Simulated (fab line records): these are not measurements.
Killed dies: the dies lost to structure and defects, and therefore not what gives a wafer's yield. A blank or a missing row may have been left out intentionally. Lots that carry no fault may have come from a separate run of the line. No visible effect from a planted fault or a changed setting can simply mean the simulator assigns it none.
Struck lot and sound lot, side by side :: flow nand_harc :: 14 steps out of a route of 1302
Sound: the wafers L251.3, L251.5, L251.6. Struck: wafers L257.1, L257.2, L257.6. Last of all comes the cause.
Per side, at each step with rows, come the tool, then ch with its chambers, and then its first start. Under that, the readings that differ: sound wafers :: struck wafers :: difference of the means :: sigmas: that difference in standard deviations of wafers without a fault.
alike: words and numbers the same on both sides, and readings whose means are apart by under 2 such deviations; not compared: readings that were withheld, readings missing a value for some wafer, numbers with overlapping values and no deviation given by the record, and bounds like >300 which may hide the same value.
A row with sigmas, a row that says differs or no value, or rows on one side alone: a step with any of these is where the two part. Numbers that don't overlap but have no deviation are shown without sigmas and don't part them. A reading missing from all wafers of one side parts the sides only when that side holds two or more wafers.

first, 9 steps without rows for these wafers: NHARC_A_STAIRCASE_DEHYDRATE_176 (time 120 s); NHARC_A_STAIRCASE_HMDS_177 (time 30 s); NHARC_A_STAIRCASE_COAT_178; NHARC_A_STAIRCASE_SOFTBAKE_179 (time 170 s); NHARC_A_STAIRCASE_EBR_180; NHARC_A_STAIRCASE_EXPOSE_181 (exposes mask STAIR 2); NHARC_A_STAIRCASE_PEB_182 (peb time 130 s); NHARC_A_STAIRCASE_DEVELOP_183 (time 140 s); NHARC_A_STAIRCASE_HARDBAKE_185 (time 140 s).
NHARC_A_STAIRCASE_DESCUM_186: chemistry O2, time 3 s.
  sound on rie_diel-04 ch 1,3, day 18 11:02; struck on rie_diel-11 ch 1,2,3, day 20 18:39
  alike: chamber_pressure_mTorr, drypump_motor_current_A, oes_product_au, rf_vpp_V, showerhead_plenum_p_Torr, throttle_valve_pct
  not compared: rf_hours_counter_h
NHARC_A_STAIRCASE_TRIM_187: chemistry O2, time 211.2 s.
  sound on rie_diel-04 ch 1,2, day 18 11:08; struck on rie_diel-11 ch 0,2,3, day 20 18:45
  alike: chamber_pressure_mTorr, drypump_motor_current_A, oes_product_au, rf_vpp_V, showerhead_plenum_p_Torr, throttle_valve_pct
  not compared: rf_hours_counter_h
NHARC_A_STAIRCASE_ETCH_188: etches the open film in C4F8/O2, target depth 100 nm, time 40.5 s.
  sound on rie_diel-04 ch 2,3, day 18 11:22; struck on rie_diel-11 ch 1,2, day 20 18:52
reading: run_length_s (s)
sound: 61.3 61.1 61.5
struck: 40.8 41.7 40.6
difference: -20.3
sigmas: -46
  alike: chamber_pressure_mTorr, oes_product_au, rf_vpp_V
  not compared: rf_hours_counter_h
NHARC_A_STAIRCASE_TRIM_189: chemistry O2, time 211.2 s.
  sound on rie_diel-04 ch 1,2; struck on rie_diel-11 ch 0,2
  alike: chamber_pressure_mTorr, drypump_motor_current_A, oes_product_au, rf_vpp_V, showerhead_plenum_p_Torr, throttle_valve_pct
  not compared: rf_hours_counter_h
-- the record jumps here: 9 days lie between the struck wafers' starts before and after (it left off in module A_STAIRCASE and takes up again in module END, whose first step shown is number 1302 of the route) --
NHARC_END_SORT_01:
  only the struck wafers appear in the record here, on prober-02 ch 0 at day 29 15:25; the sound ones have no rows

## WHERE THEY PART
At NHARC_A_STAIRCASE_ETCH_188 first; at NHARC_END_SORT_01 last (within this record only).

WHY: what had been put in by the simulator
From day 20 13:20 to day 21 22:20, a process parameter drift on rie_diel-11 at NHARC_A_STAIRCASE_ETCH_188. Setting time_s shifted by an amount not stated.
